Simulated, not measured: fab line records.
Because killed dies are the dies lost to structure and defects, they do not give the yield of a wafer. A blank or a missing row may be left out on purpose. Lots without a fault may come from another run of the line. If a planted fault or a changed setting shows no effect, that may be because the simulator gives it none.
fab line records | flow n5_finfet | part 2 of 2: steps 23 to 30 of 30
[record] lots = 5 wafers = 15 last_day = 18
route steps=1938 shown BEOL_M12@1628
lots that met no fault: taken from a fault-free run of the same line
start_h: start of the lot's first displayed wafer, in hours after the record's first day | wait_h: hours since the lot's step before | " identical to the entry in the row above | L1.1+2: a single row standing in for several wafers | - no value, or no start was given | * or withheld: withheld | < > ~ a bound
route shown NAME@n: a module of which the file shows steps, and the number in the route of the first | usual: mean and standard deviation over wafers with no fault | same: alike in all rows | chamber/n: place in a boat | sites: the reading at each site | _std_site: the standard deviation of these | _edge_site: mean of outer sites minus mean of inner sites | radius_mm: how far each site lies from the wafer's centre | mask NAME#n: copy n | behind: the last tool/chamber to shape the wafer | hold: cause of the lot's hold/its duration in hours/its outcome | device: the n, p or np transistor that did not switch | end of line: at the end of the route, the tests of the same wafers | a step without rows: its recipe alone | killed: count of dies lost to structure and defects at first sort (not the wafer's yield) | map: a wafer's dies, marking killed ones x, the rest . and places with no die _
set.NAME: the setting the step ran with; set.NAME@STEP: the setting that earlier step ran with | model.NAME: the simulator's own value behind a step, which no gauge read
lots seen at some steps along the route; tables by step, rows by wafer
services: a tool's chamber out of use, with start hour (start_h, from the record's first day; less than 0 if before it), hours out, and reason
[[steps]]
[step N5_BEOL_M12_SPUTTER_45]
[recipe] material = Cu target_thk_a = 800 temp_c = -20 bias_v = 60 power_w = 26000 chamber_pressure_pa = 0.13 time_s = 13.33
[usual] throttle_valve_pct = 30.0/0.98
// columns lot.wafer tool chamber start_h wait_h throttle_valve_pct
L078.3 pvd_sputter-02 - 269.14 0.0 28.2
L078.5 " - " " 30.5
L078.6 " - " " 30.8
L080.3 pvd_sputter-03 - 286.37 0.0 30.6
L080.4 " - " " 30.4
L080.5 " - " " 30.1
L091.1 pvd_sputter-02 - 359.65 0.0 28.2
L091.2 " - " " 31.5
L091.3 " - " " 29.8
L094.2 pvd_sputter-01 - 391.20 0.0 31.0
L094.4 " - " " 30.0
L094.6 " - " " 28.3
L096.1 pvd_sputter-01 - 399.34 0.0 30.7
L096.2 " - " " 30.6
L096.4 " - " " 30.5
[step N5_BEOL_M12_ECD_47]
[recipe] material = Cu target_thk_a = 7200
// columns lot.wafer tool chamber start_h wait_h
L078.3+5+6 ecd_cu-01 0,1,0 269.30 0.1
L080.3+4+5 ecd_cu-02 0,1,0 286.53 0.1
L091.1+2+3 ecd_cu-02 0,1,0 359.77 0.1
L094.2+4+6 ecd_cu-02 1,0,0 391.32 0.1
L096.1+2+4 ecd_cu-02 0,1,0 399.45 0.1
[step N5_BEOL_M12_ANNEAL_48]
[recipe] temp_c = 225 time_s = 90 ambient = N2
[usual] anneal_temp_c = 225.00/0.17 wafer_temp_C_max = 225.85/0.22
// columns lot.wafer tool chamber start_h wait_h anneal_temp_c wafer_temp_C_max
L078.3 rtp_anneal-01 0 269.50 0.2 225.21 225.67
L078.5 " 0 " " 225.23 225.57
L078.6 " 0 " " 225.16 225.87
L080.3 rtp_anneal-02 0 287.06 0.5 224.96 225.84
L080.4 " 0 " " 224.99 225.96
L080.5 " 0 " " 224.81 226.06
L091.1 rtp_anneal-02 0 362.16 2.3 224.91 225.74
L091.2 " 0 " " 224.87 225.97
L091.3 " 0 " " 225.20 225.97
L094.2 rtp_anneal-01 0 391.51 0.1 225.13 225.84
L094.4 " 0 " " 225.05 226.17
L094.6 " 0 " " 224.87 226.03
L096.1 rtp_anneal-01 0 399.88 0.4 225.40 225.71
L096.2 " 0 " " 225.15 225.80
L096.4 " 0 " " 225.20 225.89
[step N5_BEOL_M12_CMP_49]
[recipe] stop_on = SiOC t_overpolish_s = 20.6 down_force_psi = 1 platen_rpm = 50 clearing_platen_down_force_psi = 1.5 clearing_platen_rpm = 50 post_cmp_clean = cu_alkaline target_thk_nm = 320 clearing_platen_pad_velocity_m_s = 0.99484 pad_velocity_m_s = 0.99484
[usual] barrier_field_endpoint_s = 30.3/1.1 clearing_platen_rpm = 50.005/0.028 edge_zone_pressure_frac = 1.000/0.0042 head_pressure_psi = 0.9998/0.0021 motor_current_A = 6.2/0.61 overpolish_run_s = 20.601/0.0087
// columns lot.wafer tool chamber start_h wait_h barrier_field_endpoint_s clearing_platen_rpm edge_zone_pressure_frac head_pressure_psi motor_current_A overpolish_run_s
L078.3 cmp-03 0 269.78 0.2 30.3 50.024 0.993 0.9982 5.5 20.591
L078.5 " 2 " " 30.6 50.033 1.000 1.0018 5.8 20.589
L078.6 " 3 " " 31.0 49.999 1.003 1.0017 7.2 20.588
L080.4 cmp-03 2 287.27 0.1 30.7 50.010 0.997 0.9999 6.3 20.582
L080.3 " 0 " " 29.9 50.001 1.000 0.9989 5.6 20.595
L080.5 " 3 " " 31.3 49.927 1.004 0.9976 6.8 20.598
L091.2 cmp-01 0 362.46 0.2 31.4 50.006 0.999 0.9998 6.4 20.602
L091.1 " 2 " " 31.9 50.028 0.993 1.0003 6.8 20.608
L091.3 " 3 " " 29.1 50.017 0.996 1.0015 5.3 20.595
L094.4 cmp-01 1 391.84 0.2 29.8 50.045 1.006 1.0007 6.6 20.588
L094.2 " 2 " " 30.0 50.049 1.011 1.0000 6.8 20.604
L094.6 " 3 " " 28.2 49.992 1.000 1.0004 5.1 20.607
L096.2 cmp-02 1 400.20 0.2 30.2 49.994 0.999 0.9983 5.9 20.589
L096.1 " 2 " " 29.7 50.034 1.003 0.9976 6.6 20.591
L096.4 " 0 " " 30.1 50.047 1.004 1.0012 6.2 20.603
[step N5_BEOL_M12_THK_MEAS_50]
[recipe] thk_meas_gauge = xrf reads = Cu_of_BEOL_M12_ECD_47
[usual] M12_THK = 322/6.5
// columns lot.wafer tool chamber start_h wait_h M12_THK[nm]
L078.3 film_metro-02 - 270.00 - 327
L078.5 " - " " 319
L078.6 " - " " 331
L080.3 film_metro-02 - 287.57 - 310
L080.4 " - " " 327
L080.5 " - " " 318
L091.1 film_metro-01 - 362.76 - 318
L091.2 " - " " 325
L091.3 " - " " 331
L094.2 film_metro-02 - 392.06 - 324
L094.4 " - " " 320
L094.6 " - " " 323
L096.1 film_metro-02 - 400.49 - 322
L096.2 " - " " 318
L096.4 " - " " 312
[step N5_BEOL_M12_PRE_CLEAN_52]
[recipe] gas = NH3 time_s = 15 temp_c = withheld rf_power_w = 300
[usual] rf_fwd_power_W = 294.9/1.5
// columns lot.wafer tool chamber start_h wait_h rf_fwd_power_W
L078.3 pecvd-03 1 270.03 0.0 292.9
L078.5 " 2 " " 296.5
L078.6 " 1 " " 293.8
L080.3 pecvd-02 0 287.60 0.0 295.9
L080.4 " 2 " " 294.6
L080.5 " 1 " " 294.5
L091.1 pecvd-04 1 362.80 0.0 293.1
L091.2 " 2 " " 297.5
L091.3 " 0 " " 297.0
L094.2 pecvd-03 2 392.09 0.0 297.1
L094.4 " 1 " " 294.0
L094.6 " 0 " " 297.1
L096.1 pecvd-02 0 400.53 0.0 294.8
L096.2 " 1 " " 293.2
L096.4 " 0 " " 294.4
[step N5_BEOL_M12_DEP_53]
[recipe] material = SiCN target_thk_a = 300 temp_c = withheld precursor = 3MS/NH3 pressure_torr = 3 rf_w = 675 time_s = 10.5
[usual] chamber_pressure_Torr = 3.000/0.0067 rf_fwd_power_W = 666/3.1 showerhead_plenum_p_Torr = 4.148/0.02 throttle_valve_pct = 18.6/1.2
// columns lot.wafer tool chamber start_h wait_h chamber_pressure_Torr rf_fwd_power_W showerhead_plenum_p_Torr throttle_valve_pct
L078.3 pecvd-03 1 270.06 0.0 2.995 663 4.159 19.0
L078.5 " 2 " " 3.006 669 4.176 16.7
L078.6 " 1 " " 2.991 664 4.159 19.5
L080.3 pecvd-02 0 287.63 0.0 3.003 668 4.145 19.5
L080.4 " 2 " " 2.998 665 4.153 17.9
L080.5 " 1 " " 3.010 665 4.143 20.0
L091.1 pecvd-04 1 362.82 0.0 3.003 661 4.150 19.2
L091.2 " 2 " " 3.007 670 4.121 16.3
L091.3 " 0 " " 2.999 672 4.108 18.7
L094.2 pecvd-03 2 392.12 0.0 2.993 668 4.164 16.8
L094.4 " 1 " " 2.996 663 4.160 19.2
L094.6 " 0 " " 3.002 667 4.172 19.1
L096.1 pecvd-02 0 400.55 0.0 3.007 669 4.140 19.8
L096.2 " 1 " " 2.985 665 4.135 19.8
L096.4 " 0 " " 3.006 669 4.136 19.4
[step N5_BEOL_M12_RS_MEAS_54]
[recipe] thk_meas_gauge = four-point-probe reads = Cu_of_BEOL_M12_ECD_47+Ta_of_BEOL_M12_SPUTTER_44+TaN_of_BEOL_M12_SPUTTER_43
[usual] M12_RS = 0.0595/0.0011
// columns lot.wafer tool chamber start_h wait_h M12_RS[ohm/sq]
L078.3 film_metro-01 - 270.12 0.0 0.0582
L078.5 " - " " 0.0598
L078.6 " - " " 0.0578
L080.3 film_metro-02 - 287.69 0.0 0.0614
L080.4 " - " " 0.0583
L080.5 " - " " 0.0601
L091.1 film_metro-01 - 362.88 0.0 0.0608
L091.2 " - " " 0.0595
L091.3 " - " " 0.0584
L094.2 film_metro-01 - 392.18 0.0 0.0590
L094.4 " - " " 0.0598
L094.6 " - " " 0.0593
L096.1 film_metro-01 - 400.61 0.0 0.0596
L096.2 " - " " 0.0600
L096.4 " - " " 0.0615
[[services]]
// columns tool chamber start_h hours kind
wet_bench-04 - 243.70 4.4 pm
krf_scanner-01 - 244.75 4.4 pm
krf_scanner-02 - 250.25 0.8 pm
rie_diel-02 2 251.79 2.0 repair
plasma_asher-01 - 252.25 1.5 repair
krf_scanner-01 - 253.31 4.0 repair
rie_diel-02 0 254.07 3.1 repair
rtp_anneal-02 - 257.23 5.3 pm
cmp-01 - 262.00 1.7 repair
krf_scanner-02 - 274.48 1.0 pm
krf_scanner-01 - 280.99 0.6 repair
pecvd-04 - 292.23 3.4 repair
cmp-03 - 294.10 1.2 repair
krf_scanner-02 - 294.35 0.7 repair
cmp-03 - 300.72 0.5 repair
rie_diel-04 1 304.65 10.7 repair
krf_scanner-02 - 307.42 4.4 pm
rtp_anneal-01 - 313.72 70.9 pm
rie_diel-02 - 322.87 0.1 repair
pecvd-02 - 341.15 0.8 repair
krf_scanner-02 - 353.20 1.3 pm
rie_diel-02 3 357.61 11.6 repair
ecd_cu-02 - 368.28 0.7 repair
pvd_sputter-02 - 395.62 10.8 repair
